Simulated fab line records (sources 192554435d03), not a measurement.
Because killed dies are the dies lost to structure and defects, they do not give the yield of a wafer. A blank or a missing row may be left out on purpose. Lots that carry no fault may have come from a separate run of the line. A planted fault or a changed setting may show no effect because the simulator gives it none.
Chamber matching    flow n5 finfet    N5_HKMG_FIN_STRIP_92 on rie diel-05 has 4 sister chambers
The step strips SOC in N2/H2, time 20 s. 4 wafers are shown with their chamber, then 12 later ones without.

WAFERS, EACH WITH ITS CHAMBER
wafer   chamber  drypump motor current A (A)
L088.2  2        5.9
L090.1  1        5.5
L090.2  0        5.0
L090.3  3        5.7

WAFERS WHOSE CHAMBER IS MISSING
wafer   drypump motor current A (A)
L090.4  5.9
L090.5  5.0
L090.6  5.7
L091.1  5.6
L091.2  5.9
L091.3  5.0
L091.4  5.7
L091.5  5.5
L091.6  5.9
L094.4  5.5
L094.5  5.0
L094.6  5.5

CHAMBER TAKEN BY EACH
wafer   from the rows above      in truth
L090.4  2                        2
L090.5  0                        0
L090.6  3                        3
L091.1  can't be placed: 1 or 3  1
L091.2  2                        2
L091.3  0                        0
L091.4  3                        3
L091.5  1                        1
L091.6  2                        2
L094.4  1                        1
L094.5  0                        0
L094.6  1                        1
Placed correctly: 11 of 12. Cannot be placed on the basis of these rows: 1; the candidates contain the true chamber in 1. 0 placed wrongly.
How it was worked out, from the rows above alone: a wafer's distance from a chamber is the root of the sum, over the readings, of the square of ((its reading less the chamber's mean) divided by the reading's scatter). The wafer belongs to the nearest chamber; if the next one is less than 2 further off, it can't be placed. The mean given for a chamber averages the wafers shown for that chamber. The scatter (one wafer shown for each chamber): square how far every hidden wafer sits from the nearest shown wafer, average those squares and take the square root.
